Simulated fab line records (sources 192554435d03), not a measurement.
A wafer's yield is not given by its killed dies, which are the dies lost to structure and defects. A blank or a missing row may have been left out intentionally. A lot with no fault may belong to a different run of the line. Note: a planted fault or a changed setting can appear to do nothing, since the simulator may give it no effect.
Split-lot trial :: flow n5Finfet :: 21 wafers read from 7 lots, route of 1938 steps

THE SPLIT
At N5_BEOL_M0_SAQP_EXPOSE_11 (exposes mask M0 CORE, target cd 42 nm), the setting doseMj was moved away from the recipe's 55 on 9 of the 21 wafers read, by -6.3% to +6.6%. For the rest of the wafers, this setting stayed at what the recipe calls for.

FROM THE SPLIT TO THE READING: what the file shows between them, 2 steps
- N5_BEOL_M0_SAQP_PEB_12: peb time 60 s
- N5_BEOL_M0_SAQP_DEVELOP_13: develop time 30 s

THE READING
cdNm (nm) at N5_BEOL_M0_SAQP_CD_MEAS_14, where the cd target is 42.5 nm. Typical for fault-free wafers on this fab line: 42.6 nm, with standard deviation 0.35 nm.

wafer: L077.2
tool, chamber at the split: arfiScanner-03, 0
doseMj as run: 55
against the recipe: recipe
cdNm, nm: 42.6
against lot-mates on the recipe: -

wafer: L077.4
tool, chamber at the split: arfiScanner-03, 0
doseMj as run: 55
against the recipe: recipe
cdNm, nm: 42.9
against lot-mates on the recipe: -

wafer: L077.5
tool, chamber at the split: arfiScanner-03, 0
doseMj as run: 55
against the recipe: recipe
cdNm, nm: 42.4
against lot-mates on the recipe: -

wafer: L076.1
tool, chamber at the split: arfiScanner-03, 0
doseMj as run: 51.77
against the recipe: -5.9%
cdNm, nm: 44.5
against lot-mates on the recipe: +2.0

wafer: L076.2
tool, chamber at the split: arfiScanner-03, 0
doseMj as run: 51.77
against the recipe: -5.9%
cdNm, nm: 44.1
against lot-mates on the recipe: +1.6

wafer: L076.6
tool, chamber at the split: arfiScanner-03, 0
doseMj as run: 55
against the recipe: recipe
cdNm, nm: 42.5
against lot-mates on the recipe: -

wafer: L081.4
tool, chamber at the split: arfiScanner-02, 0
doseMj as run: 55
against the recipe: recipe
cdNm, nm: 42.6
against lot-mates on the recipe: -

wafer: L081.5
tool, chamber at the split: arfiScanner-02, 0
doseMj as run: 55
against the recipe: recipe
cdNm, nm: 42.0
against lot-mates on the recipe: -

wafer: L081.6
tool, chamber at the split: arfiScanner-02, 0
doseMj as run: 56.91
against the recipe: +3.5%
cdNm, nm: 41.9
against lot-mates on the recipe: -0.4

wafer: L080.2
tool, chamber at the split: arfiScanner-02, 0
doseMj as run: 51.52
against the recipe: -6.3%
cdNm, nm: 44.9
against lot-mates on the recipe: +1.5

wafer: L080.5
tool, chamber at the split: arfiScanner-02, 0
doseMj as run: 51.52
against the recipe: -6.3%
cdNm, nm: 44.7
against lot-mates on the recipe: +1.3

wafer: L080.6
tool, chamber at the split: arfiScanner-02, 0
doseMj as run: 55
against the recipe: recipe
cdNm, nm: 43.4
against lot-mates on the recipe: -

wafer: L084.1
tool, chamber at the split: arfiScanner-02, 0
doseMj as run: 53.86
against the recipe: -2.1%
cdNm, nm: 43.3
against lot-mates on the recipe: +1.2

wafer: L084.4
tool, chamber at the split: arfiScanner-02, 0
doseMj as run: 53.86
against the recipe: -2.1%
cdNm, nm: 42.8
against lot-mates on the recipe: +0.7

wafer: L084.5
tool, chamber at the split: arfiScanner-02, 0
doseMj as run: 55
against the recipe: recipe
cdNm, nm: 42.1
against lot-mates on the recipe: -

wafer: L085.2
tool, chamber at the split: arfiScanner-03, 0
doseMj as run: 55
against the recipe: recipe
cdNm, nm: 42.6
against lot-mates on the recipe: -

wafer: L085.3
tool, chamber at the split: arfiScanner-03, 0
doseMj as run: 55
against the recipe: recipe
cdNm, nm: 43.2
against lot-mates on the recipe: -

wafer: L085.5
tool, chamber at the split: arfiScanner-03, 0
doseMj as run: 55
against the recipe: recipe
cdNm, nm: 42.9
against lot-mates on the recipe: -

wafer: L095.1
tool, chamber at the split: arfiScanner-01, 0
doseMj as run: 58.64
against the recipe: +6.6%
cdNm, nm: 40.7
against lot-mates on the recipe: -2.5

wafer: L095.2
tool, chamber at the split: arfiScanner-01, 0
doseMj as run: 55
against the recipe: recipe
cdNm, nm: 43.2
against lot-mates on the recipe: -

wafer: L095.5
tool, chamber at the split: arfiScanner-01, 0
doseMj as run: 58.64
against the recipe: +6.6%
cdNm, nm: 41.6
against lot-mates on the recipe: -1.6

THE FIT
A straight line over all 21 wafers: cdNm changes by -0.27 nm for each +1% of doseMj; r = -0.92; the points scatter about the line by 0.41 nm.
The same after taking each lot's own level away (the mean of its wafers on the recipe; 21 wafers): -0.276 nm for each +1%; r = -0.95; scatter 0.33 nm.
Per that fit: largest doseMj move, reading shift of 1.8 nm.
The lots' own levels span 42.10 to 43.40 nm, that is 3.7 times the standard deviation above.
So the lot-to-lot level changes the slope little: the two slopes agree.
Check: for one of the wafers moved furthest among these (+6.6%), held out of the fit, the line's prediction against its lot-mates is -1.56 nm. Against them it came out at -2.5 nm.

OTHER SPLITS APPLIED TO THESE WAFERS
Other splits were also applied to these wafers ahead of the reading. Each is held against what the fit with the lots' levels taken away leaves over:
other split on the same wafers: N5_HKMG_FIN_COAT_43 spinRpm
wafers away from the commonest value: 7
r with cdNm (lot level and that fit taken away): -0.02

other split on the same wafers: N5_GATE_CUT_COAT_27 spinRpm
wafers away from the commonest value: 5
r with cdNm (lot level and that fit taken away): -0.15

other split on the same wafers: N5_GATE_CUT_DESCUM_18 timeS
wafers away from the commonest value: 6
r with cdNm (lot level and that fit taken away): +0.23

other split on the same wafers: N5_MOL_CONTACT_COAG_EXPOSE_05 doseMj
wafers away from the commonest value: 7
r with cdNm (lot level and that fit taken away): -0.24

THE FILE'S OWN FIT
cdNm changes by -0.275 nm for each +1% of doseMj, r = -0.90.
